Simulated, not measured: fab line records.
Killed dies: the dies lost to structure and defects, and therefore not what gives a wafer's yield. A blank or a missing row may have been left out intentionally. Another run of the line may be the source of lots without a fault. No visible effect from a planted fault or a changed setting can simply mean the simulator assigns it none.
Which tool is to blame? || flow n5_finfet || 24 lots, 72 wafers sampled, at 5 steps of a route of 1938

## WHAT EACH GAUGE READ, for each wafer
N5_SDB_INSPECT_36: inspects for defects (darkfield).
{"lot": "L074", "measured": "day 3 21:40", "on": "defect_inspect-02", "raw_defect_count": "19 28 35"}
{"lot": "L075", "measured": "day 4 07:29", "on": "defect_inspect-02", "raw_defect_count": "39 50 33"}
{"lot": "L076", "measured": "day 4 08:32", "on": "defect_inspect-01", "raw_defect_count": "52 56 40"}
{"lot": "L077", "measured": "day 4 18:40", "on": "defect_inspect-02", "raw_defect_count": "34 57 57"}
{"lot": "L078", "measured": "day 5 00:35", "on": "defect_inspect-02", "raw_defect_count": "27 33 25"}
{"lot": "L079", "measured": "day 5 05:06", "on": "defect_inspect-02", "raw_defect_count": "23 14 33"}
{"lot": "L080", "measured": "day 5 13:10", "on": "defect_inspect-02", "raw_defect_count": "33 25 27"}
{"lot": "L081", "measured": "day 5 15:58", "on": "defect_inspect-02", "raw_defect_count": "20 38 13"}
{"lot": "L082", "measured": "day 6 01:01", "on": "defect_inspect-01", "raw_defect_count": "48 29 28"}
{"lot": "L083", "measured": "day 6 05:10", "on": "defect_inspect-01", "raw_defect_count": "42 81 27"}
{"lot": "L084", "measured": "day 6 12:02", "on": "defect_inspect-01", "raw_defect_count": "30 29 39"}
{"lot": "L085", "measured": "day 6 17:48", "on": "defect_inspect-01", "raw_defect_count": "40 43 48"}
{"lot": "L086", "measured": "day 7 00:11", "on": "defect_inspect-02", "raw_defect_count": "24 26 12"}
{"lot": "L087", "measured": "day 7 07:06", "on": "defect_inspect-01", "raw_defect_count": "27 31 20"}
{"lot": "L088", "measured": "day 7 15:17", "on": "defect_inspect-01", "raw_defect_count": "42 32 74"}
{"lot": "L089", "measured": "day 7 16:59", "on": "defect_inspect-01", "raw_defect_count": "41 30 24"}
{"lot": "L090", "measured": "day 8 02:57", "on": "defect_inspect-02", "raw_defect_count": "84 42 38"}
{"lot": "L091", "measured": "day 8 09:57", "on": "defect_inspect-01", "raw_defect_count": "42 43 33"}
{"lot": "L092", "measured": "day 8 10:44", "on": "defect_inspect-01", "raw_defect_count": "41 49 27"}
{"lot": "L093", "measured": "day 8 20:43", "on": "defect_inspect-02", "raw_defect_count": "23 14 34"}
{"lot": "L094", "measured": "day 8 22:14", "on": "defect_inspect-02", "raw_defect_count": "70 23 98"}
{"lot": "L095", "measured": "day 9 03:43", "on": "defect_inspect-01", "raw_defect_count": "34 24 20"}
{"lot": "L096", "measured": "day 9 17:50", "on": "defect_inspect-01", "raw_defect_count": "25 46 21"}
{"lot": "L097", "measured": "day 9 22:46", "on": "defect_inspect-02", "raw_defect_count": "46 68 64"}

N5_HKMG_FIN_INSPECT_61: inspects for defects (macro).
{"lot": "L074", "measured": "day 3 23:26", "on": "defect_inspect-02", "raw_defect_count": "3 5 0"}
{"lot": "L075", "measured": "day 4 09:32", "on": "defect_inspect-02", "raw_defect_count": "0 0 3"}
{"lot": "L076", "measured": "day 4 10:35", "on": "defect_inspect-01", "raw_defect_count": "1 3 1"}
{"lot": "L077", "measured": "day 4 20:14", "on": "defect_inspect-02", "raw_defect_count": "3 1 3"}
{"lot": "L078", "measured": "day 5 02:12", "on": "defect_inspect-02", "raw_defect_count": "3 1 3"}
{"lot": "L079", "measured": "day 5 06:40", "on": "defect_inspect-02", "raw_defect_count": "2 4 2"}
{"lot": "L080", "measured": "day 5 14:45", "on": "defect_inspect-01", "raw_defect_count": "1 2 3"}
{"lot": "L081", "measured": "day 5 17:31", "on": "defect_inspect-02", "raw_defect_count": "1 2 5"}
{"lot": "L082", "measured": "day 6 02:43", "on": "defect_inspect-02", "raw_defect_count": "2 4 2"}
{"lot": "L083", "measured": "day 6 06:47", "on": "defect_inspect-02", "raw_defect_count": "2 3 1"}
{"lot": "L084", "measured": "day 6 13:29", "on": "defect_inspect-01", "raw_defect_count": "3 4 2"}
{"lot": "L085", "measured": "day 6 19:16", "on": "defect_inspect-02", "raw_defect_count": "2 1 1"}
{"lot": "L086", "measured": "day 7 01:38", "on": "defect_inspect-01", "raw_defect_count": "2 3 1"}
{"lot": "L087", "measured": "day 7 08:41", "on": "defect_inspect-01", "raw_defect_count": "3 3 3"}
{"lot": "L088", "measured": "day 7 16:44", "on": "defect_inspect-02", "raw_defect_count": "2 2 1"}
{"lot": "L089", "measured": "day 7 18:37", "on": "defect_inspect-01", "raw_defect_count": "1 2 4"}
{"lot": "L090", "measured": "day 8 04:34", "on": "defect_inspect-02", "raw_defect_count": "1 2 1"}
{"lot": "L091", "measured": "day 8 11:36", "on": "defect_inspect-01", "raw_defect_count": "3 0 3"}
{"lot": "L092", "measured": "day 8 12:28", "on": "defect_inspect-02", "raw_defect_count": "0 0 2"}
{"lot": "L093", "measured": "day 8 22:35", "on": "defect_inspect-02", "raw_defect_count": "2 2 0"}
{"lot": "L094", "measured": "day 9 00:01", "on": "defect_inspect-01", "raw_defect_count": "2 1 4"}
{"lot": "L095", "measured": "day 9 05:26", "on": "defect_inspect-01", "raw_defect_count": "2 1 0"}
{"lot": "L096", "measured": "day 9 19:39", "on": "defect_inspect-01", "raw_defect_count": "2 2 0"}
{"lot": "L097", "measured": "day 10 00:35", "on": "defect_inspect-01", "raw_defect_count": "3 0 1"}

N5_HKMG_FIN_INSPECT_28: inspects for defects (darkfield).
{"lot": "L074", "measured": "day 4 07:28", "on": "defect_inspect-01", "raw_defect_count": "22 25 44"}
{"lot": "L075", "measured": "day 4 17:37", "on": "defect_inspect-02", "raw_defect_count": "25 22 29"}
{"lot": "L076", "measured": "day 4 18:27", "on": "defect_inspect-02", "raw_defect_count": "68 70 50"}
{"lot": "L077", "measured": "day 5 04:20", "on": "defect_inspect-01", "raw_defect_count": "35 35 30"}
{"lot": "L078", "measured": "day 5 10:22", "on": "defect_inspect-02", "raw_defect_count": "18 25 36"}
{"lot": "L079", "measured": "day 5 14:20", "on": "defect_inspect-01", "raw_defect_count": "34 29 18"}
{"lot": "L080", "measured": "day 5 23:39", "on": "defect_inspect-01", "raw_defect_count": "42 21 56"}
{"lot": "L081", "measured": "day 6 01:51", "on": "defect_inspect-01", "raw_defect_count": "35 34 24"}
{"lot": "L082", "measured": "day 6 10:57", "on": "defect_inspect-01", "raw_defect_count": "27 42 42"}
{"lot": "L083", "measured": "day 6 15:05", "on": "defect_inspect-01", "raw_defect_count": "31 26 33"}
{"lot": "L084", "measured": "day 6 21:17", "on": "defect_inspect-02", "raw_defect_count": "41 29 31"}
{"lot": "L085", "measured": "day 7 03:31", "on": "defect_inspect-01", "raw_defect_count": "33 37 36"}
{"lot": "L086", "measured": "day 7 09:49", "on": "defect_inspect-01", "raw_defect_count": "36 35 42"}
{"lot": "L087", "measured": "day 7 16:39", "on": "defect_inspect-01", "raw_defect_count": "37 22 26"}
{"lot": "L088", "measured": "day 8 00:50", "on": "defect_inspect-01", "raw_defect_count": "41 34 25"}
{"lot": "L089", "measured": "day 8 03:47", "on": "defect_inspect-02", "raw_defect_count": "28 48 44"}
{"lot": "L090", "measured": "day 8 12:20", "on": "defect_inspect-01", "raw_defect_count": "16 20 12"}
{"lot": "L091", "measured": "day 8 19:41", "on": "defect_inspect-01", "raw_defect_count": "83 74 67"}
{"lot": "L092", "measured": "day 8 20:17", "on": "defect_inspect-02", "raw_defect_count": "39 42 36"}
{"lot": "L093", "measured": "day 9 06:23", "on": "defect_inspect-02", "raw_defect_count": "44 42 22"}
{"lot": "L094", "measured": "day 9 08:34", "on": "defect_inspect-01", "raw_defect_count": "9 21 18"}
{"lot": "L095", "measured": "day 9 13:40", "on": "defect_inspect-01", "raw_defect_count": "57 67 32"}
{"lot": "L096", "measured": "day 10 04:08", "on": "defect_inspect-02", "raw_defect_count": "24 38 24"}
{"lot": "L097", "measured": "day 10 08:55", "on": "defect_inspect-01", "raw_defect_count": "58 41 64"}

## EACH LOT AND THE TOOL THAT RAN IT (in order: tool; ch and the chambers of the sampled wafers; start)
{"lot": "L074", "N5_HKMG_FIN_ETCH_31": "rie_diel-05 ch 0,1,2, day 4 03:01", "N5_HKMG_FIN_STRIP_34": "rie_diel-05 ch 0,1,2, day 4 03:16"}
{"lot": "L075", "N5_HKMG_FIN_ETCH_31": "rie_diel-01 ch 0,2,3, day 4 13:02", "N5_HKMG_FIN_STRIP_34": "rie_diel-01 ch 0,2,3, day 4 13:17"}
{"lot": "L076", "N5_HKMG_FIN_ETCH_31": "rie_diel-05 ch 0,1,3, day 4 14:06", "N5_HKMG_FIN_STRIP_34": "rie_diel-05 ch 0,1,3, day 4 14:21"}
{"lot": "L077", "N5_HKMG_FIN_ETCH_31": "rie_diel-01 ch 1,2, day 4 23:52", "N5_HKMG_FIN_STRIP_34": "rie_diel-01 ch 1,2, day 5 00:07"}
{"lot": "L078", "N5_HKMG_FIN_ETCH_31": "rie_diel-01 ch 0,2,3, day 5 05:59", "N5_HKMG_FIN_STRIP_34": "rie_diel-01 ch 0,2,3, day 5 06:13"}
{"lot": "L079", "N5_HKMG_FIN_ETCH_31": "rie_diel-02 ch 1,2,3, day 5 09:59", "N5_HKMG_FIN_STRIP_34": "rie_diel-02 ch 1,2,3, day 5 10:14"}
{"lot": "L080", "N5_HKMG_FIN_ETCH_31": "rie_diel-02 ch 1,2, day 5 18:32", "N5_HKMG_FIN_STRIP_34": "rie_diel-02 ch 1,2, day 5 18:47"}
{"lot": "L081", "N5_HKMG_FIN_ETCH_31": "rie_diel-05 ch 0,1, day 5 21:17", "N5_HKMG_FIN_STRIP_34": "rie_diel-05 ch 0,1, day 5 21:32"}
{"lot": "L082", "N5_HKMG_FIN_ETCH_31": "rie_diel-02 ch 0,1,3, day 6 06:18", "N5_HKMG_FIN_STRIP_34": "rie_diel-02 ch 0,1,3, day 6 06:32"}
{"lot": "L083", "N5_HKMG_FIN_ETCH_31": "rie_diel-01 ch 0,2,3, day 6 10:38", "N5_HKMG_FIN_STRIP_34": "rie_diel-01 ch 0,2,3, day 6 10:53"}
{"lot": "L084", "N5_HKMG_FIN_ETCH_31": "rie_diel-01 ch 0,3, day 6 16:53", "N5_HKMG_FIN_STRIP_34": "rie_diel-01 ch 0,3, day 6 17:08"}
{"lot": "L085", "N5_HKMG_FIN_ETCH_31": "rie_diel-02 ch 0,1,3, day 6 22:49", "N5_HKMG_FIN_STRIP_34": "rie_diel-02 ch 0,1,3, day 6 23:03"}
{"lot": "L086", "N5_HKMG_FIN_ETCH_31": "rie_diel-01 ch 2,3, day 7 05:27", "N5_HKMG_FIN_STRIP_34": "rie_diel-01 ch 2,3, day 7 05:42"}
{"lot": "L087", "N5_HKMG_FIN_ETCH_31": "rie_diel-01 ch 0,2,3, day 7 12:17", "N5_HKMG_FIN_STRIP_34": "rie_diel-01 ch 0,2,3, day 7 12:32"}
{"lot": "L088", "N5_HKMG_FIN_ETCH_31": "rie_diel-05 ch 0,1, day 7 20:10", "N5_HKMG_FIN_STRIP_34": "rie_diel-05 ch 0,1, day 7 20:25"}
{"lot": "L089", "N5_HKMG_FIN_ETCH_31": "rie_diel-01 ch 0,1, day 7 23:14", "N5_HKMG_FIN_STRIP_34": "rie_diel-01 ch 0,1, day 7 23:29"}
{"lot": "L090", "N5_HKMG_FIN_ETCH_31": "rie_diel-02 ch 1,2,3, day 8 08:00", "N5_HKMG_FIN_STRIP_34": "rie_diel-02 ch 1,2,3, day 8 08:15"}
{"lot": "L091", "N5_HKMG_FIN_ETCH_31": "rie_diel-01 ch 0,3, day 8 15:08", "N5_HKMG_FIN_STRIP_34": "rie_diel-01 ch 0,3, day 8 15:22"}
{"lot": "L092", "N5_HKMG_FIN_ETCH_31": "rie_diel-05 ch 1,2,3, day 8 15:55", "N5_HKMG_FIN_STRIP_34": "rie_diel-05 ch 1,2,3, day 8 16:10"}
{"lot": "L093", "N5_HKMG_FIN_ETCH_31": "rie_diel-01 ch 0,2,3, day 9 01:54", "N5_HKMG_FIN_STRIP_34": "rie_diel-01 ch 0,2,3, day 9 02:09"}
{"lot": "L094", "N5_HKMG_FIN_ETCH_31": "rie_diel-02 ch 0,1,2, day 9 03:41", "N5_HKMG_FIN_STRIP_34": "rie_diel-02 ch 0,1,2, day 9 03:56"}
{"lot": "L095", "N5_HKMG_FIN_ETCH_31": "rie_diel-05 ch 0,3, day 9 09:09", "N5_HKMG_FIN_STRIP_34": "rie_diel-05 ch 0,3, day 9 09:24"}
{"lot": "L096", "N5_HKMG_FIN_ETCH_31": "rie_diel-02 ch 0,2, day 9 23:39", "N5_HKMG_FIN_STRIP_34": "rie_diel-02 ch 0,2, day 9 23:54"}
{"lot": "L097", "N5_HKMG_FIN_ETCH_31": "rie_diel-05 ch 0,2,3, day 10 04:20", "N5_HKMG_FIN_STRIP_34": "rie_diel-05 ch 0,2,3, day 10 04:34"}
- N5_HKMG_FIN_ETCH_31: etches SiARC in CF4, target depth 45.5 nm, time 75.8 s.
- N5_HKMG_FIN_STRIP_34: strips in CF4.

## WHAT THE TOOLS THEMSELVES READ (means of the sampled wafers that have a number; where no wafer has one, the mark that the record gives instead)
N5_HKMG_FIN_ETCH_31.
{"lot": "L074", "tool": "rie_diel-05", "drypump_motor_current_A (A)": 5.4, "etch_rf_on_time_s (s)": 74, "oes_product_au (a.u.)": 0.71, "rf_vpp_V (V)": 184.0, "showerhead_plenum_p_Torr (Torr)": 2.18, "throttle_valve_pct (%)": 15.41}
{"lot": "L075", "tool": "rie_diel-01", "drypump_motor_current_A (A)": 5.6, "etch_rf_on_time_s (s)": 78, "oes_product_au (a.u.)": 0.67, "rf_vpp_V (V)": 184.0, "showerhead_plenum_p_Torr (Torr)": 2.12, "throttle_valve_pct (%)": 15.60}
{"lot": "L076", "tool": "rie_diel-05", "drypump_motor_current_A (A)": 5.4, "etch_rf_on_time_s (s)": 73, "oes_product_au (a.u.)": 0.76, "rf_vpp_V (V)": 185.0, "showerhead_plenum_p_Torr (Torr)": 2.17, "throttle_valve_pct (%)": 15.43}
{"lot": "L077", "tool": "rie_diel-01", "drypump_motor_current_A (A)": 5.4, "etch_rf_on_time_s (s)": 80, "oes_product_au (a.u.)": 0.74, "rf_vpp_V (V)": 185.5, "showerhead_plenum_p_Torr (Torr)": 2.21, "throttle_valve_pct (%)": 15.35}
{"lot": "L078", "tool": "rie_diel-01", "drypump_motor_current_A (A)": 5.6, "etch_rf_on_time_s (s)": 77, "oes_product_au (a.u.)": 0.66, "rf_vpp_V (V)": 184.2, "showerhead_plenum_p_Torr (Torr)": 2.12, "throttle_valve_pct (%)": 15.62}
{"lot": "L079", "tool": "rie_diel-02", "drypump_motor_current_A (A)": 5.5, "etch_rf_on_time_s (s)": 76, "oes_product_au (a.u.)": 0.71, "rf_vpp_V (V)": 185.3, "showerhead_plenum_p_Torr (Torr)": 2.23, "throttle_valve_pct (%)": 15.55}
{"lot": "L080", "tool": "rie_diel-02", "drypump_motor_current_A (A)": 5.9, "etch_rf_on_time_s (s)": 78, "oes_product_au (a.u.)": 0.72, "rf_vpp_V (V)": 186.1, "showerhead_plenum_p_Torr (Torr)": 2.27, "throttle_valve_pct (%)": 15.50}
{"lot": "L081", "tool": "rie_diel-05", "drypump_motor_current_A (A)": 5.5, "etch_rf_on_time_s (s)": 71, "oes_product_au (a.u.)": 0.77, "rf_vpp_V (V)": 184.5, "showerhead_plenum_p_Torr (Torr)": 2.15, "throttle_valve_pct (%)": 15.44}
{"lot": "L082", "tool": "rie_diel-02", "drypump_motor_current_A (A)": 5.0, "etch_rf_on_time_s (s)": 76, "oes_product_au (a.u.)": 0.67, "rf_vpp_V (V)": 185.0, "showerhead_plenum_p_Torr (Torr)": 2.19, "throttle_valve_pct (%)": 15.57}
{"lot": "L083", "tool": "rie_diel-01", "drypump_motor_current_A (A)": 5.6, "etch_rf_on_time_s (s)": 78, "oes_product_au (a.u.)": 0.65, "rf_vpp_V (V)": 183.3, "showerhead_plenum_p_Torr (Torr)": 2.12, "throttle_valve_pct (%)": 15.63}
{"lot": "L084", "tool": "rie_diel-01", "drypump_motor_current_A (A)": 5.8, "etch_rf_on_time_s (s)": 77, "oes_product_au (a.u.)": 0.64, "rf_vpp_V (V)": 183.9, "showerhead_plenum_p_Torr (Torr)": 2.12, "throttle_valve_pct (%)": 15.90}
{"lot": "L085", "tool": "rie_diel-02", "drypump_motor_current_A (A)": 5.0, "etch_rf_on_time_s (s)": 76, "oes_product_au (a.u.)": 0.67, "rf_vpp_V (V)": 184.9, "showerhead_plenum_p_Torr (Torr)": 2.19, "throttle_valve_pct (%)": 15.58}
{"lot": "L086", "tool": "rie_diel-01", "drypump_motor_current_A (A)": 5.5, "etch_rf_on_time_s (s)": 78, "oes_product_au (a.u.)": 0.67, "rf_vpp_V (V)": 184.8, "showerhead_plenum_p_Torr (Torr)": 2.17, "throttle_valve_pct (%)": 15.72}
{"lot": "L087", "tool": "rie_diel-01", "drypump_motor_current_A (A)": 5.7, "etch_rf_on_time_s (s)": 78, "oes_product_au (a.u.)": 0.65, "rf_vpp_V (V)": 184.0, "showerhead_plenum_p_Torr (Torr)": 2.11, "throttle_valve_pct (%)": 15.65}
{"lot": "L088", "tool": "rie_diel-05", "drypump_motor_current_A (A)": 5.5, "etch_rf_on_time_s (s)": 74, "oes_product_au (a.u.)": 0.70, "rf_vpp_V (V)": 185.1, "showerhead_plenum_p_Torr (Torr)": 2.18, "throttle_valve_pct (%)": 15.34}
{"lot": "L089", "tool": "rie_diel-01", "drypump_motor_current_A (A)": 5.8, "etch_rf_on_time_s (s)": 78, "oes_product_au (a.u.)": 0.70, "rf_vpp_V (V)": 185.1, "showerhead_plenum_p_Torr (Torr)": 2.18, "throttle_valve_pct (%)": 15.76}
{"lot": "L090", "tool": "rie_diel-02", "drypump_motor_current_A (A)": 5.5, "etch_rf_on_time_s (s)": 77, "oes_product_au (a.u.)": 0.69, "rf_vpp_V (V)": 185.1, "showerhead_plenum_p_Torr (Torr)": 2.22, "throttle_valve_pct (%)": 15.59}
{"lot": "L091", "tool": "rie_diel-01", "drypump_motor_current_A (A)": 5.9, "etch_rf_on_time_s (s)": 77, "oes_product_au (a.u.)": 0.61, "rf_vpp_V (V)": 183.6, "showerhead_plenum_p_Torr (Torr)": 2.06, "throttle_valve_pct (%)": 15.88}
{"lot": "L092", "tool": "rie_diel-05", "drypump_motor_current_A (A)": 5.3, "etch_rf_on_time_s (s)": 76, "oes_product_au (a.u.)": 0.65, "rf_vpp_V (V)": 184.5, "showerhead_plenum_p_Torr (Torr)": 2.19, "throttle_valve_pct (%)": 15.51}
{"lot": "L093", "tool": "rie_diel-01", "drypump_motor_current_A (A)": 5.7, "etch_rf_on_time_s (s)": 79, "oes_product_au (a.u.)": 0.63, "rf_vpp_V (V)": 183.6, "showerhead_plenum_p_Torr (Torr)": 2.11, "throttle_valve_pct (%)": 15.67}
{"lot": "L094", "tool": "rie_diel-02", "drypump_motor_current_A (A)": 5.4, "etch_rf_on_time_s (s)": 78, "oes_product_au (a.u.)": 0.68, "rf_vpp_V (V)": 184.2, "showerhead_plenum_p_Torr (Torr)": 2.21, "throttle_valve_pct (%)": 15.53}
{"lot": "L095", "tool": "rie_diel-05", "drypump_motor_current_A (A)": 5.3, "etch_rf_on_time_s (s)": 72, "oes_product_au (a.u.)": 0.75, "rf_vpp_V (V)": 184.5, "showerhead_plenum_p_Torr (Torr)": 2.11, "throttle_valve_pct (%)": 15.65}
{"lot": "L096", "tool": "rie_diel-02", "drypump_motor_current_A (A)": 5.4, "etch_rf_on_time_s (s)": 77, "oes_product_au (a.u.)": 0.67, "rf_vpp_V (V)": 184.7, "showerhead_plenum_p_Torr (Torr)": 2.17, "throttle_valve_pct (%)": 15.52}
{"lot": "L097", "tool": "rie_diel-05", "drypump_motor_current_A (A)": 5.2, "etch_rf_on_time_s (s)": 74, "oes_product_au (a.u.)": 0.76, "rf_vpp_V (V)": 183.9, "showerhead_plenum_p_Torr (Torr)": 2.14, "throttle_valve_pct (%)": 15.50}

N5_HKMG_FIN_STRIP_34.
{"lot": "L074", "tool": "rie_diel-05", "drypump_motor_current_A (A)": 5.4, "oes_product_au (a.u.)": 0.81, "rf_vpp_V (V)": 271.9, "showerhead_plenum_p_Torr (Torr)": 1.82, "throttle_valve_pct (%)": 13.39}
{"lot": "L075", "tool": "rie_diel-01", "drypump_motor_current_A (A)": 5.7, "oes_product_au (a.u.)": 0.79, "rf_vpp_V (V)": 270.5, "showerhead_plenum_p_Torr (Torr)": 1.78, "throttle_valve_pct (%)": 13.58}
{"lot": "L076", "tool": "rie_diel-05", "drypump_motor_current_A (A)": 5.4, "oes_product_au (a.u.)": 0.86, "rf_vpp_V (V)": 271.6, "showerhead_plenum_p_Torr (Torr)": 1.82, "throttle_valve_pct (%)": 13.39}
{"lot": "L077", "tool": "rie_diel-01", "drypump_motor_current_A (A)": 5.4, "oes_product_au (a.u.)": 0.88, "rf_vpp_V (V)": 272.2, "showerhead_plenum_p_Torr (Torr)": 1.85, "throttle_valve_pct (%)": 13.30}
{"lot": "L078", "tool": "rie_diel-01", "drypump_motor_current_A (A)": 5.6, "oes_product_au (a.u.)": 0.78, "rf_vpp_V (V)": 272.0, "showerhead_plenum_p_Torr (Torr)": 1.78, "throttle_valve_pct (%)": 13.60}
{"lot": "L079", "tool": "rie_diel-02", "drypump_motor_current_A (A)": 5.5, "oes_product_au (a.u.)": 0.82, "rf_vpp_V (V)": 272.7, "showerhead_plenum_p_Torr (Torr)": 1.86, "throttle_valve_pct (%)": 13.46}
{"lot": "L080", "tool": "rie_diel-02", "drypump_motor_current_A (A)": 5.9, "oes_product_au (a.u.)": 0.85, "rf_vpp_V (V)": 272.5, "showerhead_plenum_p_Torr (Torr)": 1.88, "throttle_valve_pct (%)": 13.37}
{"lot": "L081", "tool": "rie_diel-05", "drypump_motor_current_A (A)": 5.5, "oes_product_au (a.u.)": 0.86, "rf_vpp_V (V)": 270.8, "showerhead_plenum_p_Torr (Torr)": 1.79, "throttle_valve_pct (%)": 13.38}
{"lot": "L082", "tool": "rie_diel-02", "drypump_motor_current_A (A)": 5.0, "oes_product_au (a.u.)": 0.79, "rf_vpp_V (V)": 271.1, "showerhead_plenum_p_Torr (Torr)": 1.83, "throttle_valve_pct (%)": 13.55}
{"lot": "L083", "tool": "rie_diel-01", "drypump_motor_current_A (A)": 5.6, "oes_product_au (a.u.)": 0.77, "rf_vpp_V (V)": 271.2, "showerhead_plenum_p_Torr (Torr)": 1.78, "throttle_valve_pct (%)": 13.63}
{"lot": "L084", "tool": "rie_diel-01", "drypump_motor_current_A (A)": 5.8, "oes_product_au (a.u.)": 0.75, "rf_vpp_V (V)": 271.3, "showerhead_plenum_p_Torr (Torr)": 1.78, "throttle_valve_pct (%)": 13.87}
{"lot": "L085", "tool": "rie_diel-02", "drypump_motor_current_A (A)": 5.0, "oes_product_au (a.u.)": 0.78, "rf_vpp_V (V)": 272.1, "showerhead_plenum_p_Torr (Torr)": 1.83, "throttle_valve_pct (%)": 13.56}
{"lot": "L086", "tool": "rie_diel-01", "drypump_motor_current_A (A)": 5.5, "oes_product_au (a.u.)": 0.79, "rf_vpp_V (V)": 271.5, "showerhead_plenum_p_Torr (Torr)": 1.82, "throttle_valve_pct (%)": 13.69}
{"lot": "L087", "tool": "rie_diel-01", "drypump_motor_current_A (A)": 5.7, "oes_product_au (a.u.)": 0.76, "rf_vpp_V (V)": 270.3, "showerhead_plenum_p_Torr (Torr)": 1.77, "throttle_valve_pct (%)": 13.64}
{"lot": "L088", "tool": "rie_diel-05", "drypump_motor_current_A (A)": 5.5, "oes_product_au (a.u.)": 0.80, "rf_vpp_V (V)": 271.6, "showerhead_plenum_p_Torr (Torr)": 1.82, "throttle_valve_pct (%)": 13.31}
{"lot": "L089", "tool": "rie_diel-01", "drypump_motor_current_A (A)": 5.8, "oes_product_au (a.u.)": 0.82, "rf_vpp_V (V)": 272.5, "showerhead_plenum_p_Torr (Torr)": 1.83, "throttle_valve_pct (%)": 13.70}
{"lot": "L090", "tool": "rie_diel-02", "drypump_motor_current_A (A)": 5.5, "oes_product_au (a.u.)": 0.80, "rf_vpp_V (V)": 271.8, "showerhead_plenum_p_Torr (Torr)": 1.85, "throttle_valve_pct (%)": 13.51}
{"lot": "L091", "tool": "rie_diel-01", "drypump_motor_current_A (A)": 5.9, "oes_product_au (a.u.)": 0.71, "rf_vpp_V (V)": 269.4, "showerhead_plenum_p_Torr (Torr)": 1.73, "throttle_valve_pct (%)": 13.87}
{"lot": "L092", "tool": "rie_diel-05", "drypump_motor_current_A (A)": 5.3, "oes_product_au (a.u.)": 0.76, "rf_vpp_V (V)": 271.2, "showerhead_plenum_p_Torr (Torr)": 1.83, "throttle_valve_pct (%)": 13.51}
{"lot": "L093", "tool": "rie_diel-01", "drypump_motor_current_A (A)": 5.7, "oes_product_au (a.u.)": 0.75, "rf_vpp_V (V)": 271.3, "showerhead_plenum_p_Torr (Torr)": 1.77, "throttle_valve_pct (%)": 13.68}
{"lot": "L094", "tool": "rie_diel-02", "drypump_motor_current_A (A)": 5.4, "oes_product_au (a.u.)": 0.79, "rf_vpp_V (V)": 273.1, "showerhead_plenum_p_Torr (Torr)": 1.85, "throttle_valve_pct (%)": 13.48}
{"lot": "L095", "tool": "rie_diel-05", "drypump_motor_current_A (A)": 5.3, "oes_product_au (a.u.)": 0.84, "rf_vpp_V (V)": 270.2, "showerhead_plenum_p_Torr (Torr)": 1.77, "throttle_valve_pct (%)": 13.60}
{"lot": "L096", "tool": "rie_diel-02", "drypump_motor_current_A (A)": 5.4, "oes_product_au (a.u.)": 0.78, "rf_vpp_V (V)": 272.6, "showerhead_plenum_p_Torr (Torr)": 1.82, "throttle_valve_pct (%)": 13.52}
{"lot": "L097", "tool": "rie_diel-05", "drypump_motor_current_A (A)": 5.2, "oes_product_au (a.u.)": 0.87, "rf_vpp_V (V)": 270.8, "showerhead_plenum_p_Torr (Torr)": 1.80, "throttle_valve_pct (%)": 13.46}

## THE ANSWER, worked out from the rows above alone
Rule: the lots themselves supply what counts as usual. Put in order of their means at a reading, lots are off if they are a third of the lots or fewer, leave a main group of 4 or more, and stand apart from it by a gap of 3 or more times the standard deviation of the main group's means; of several such gaps the widest counts. A main group is skipped when, at the precision printed for the reading in the tables above, its means are all equal. A lot without any number at a reading at which 4 lots or more have one is off too. Where the step has rows for the other lots, those lots are counted as sound. The gauges are gone through in route order, then the tools' own readings, and for those a lot's mean is taken as printed above. The first step at which some lot is off is used, and at that step the reading that is off furthest; a lot without a number counts as furthest.
Nothing can be told from this: no lot is off at any reading shown.

## WHAT THE SIMULATOR PUT IN
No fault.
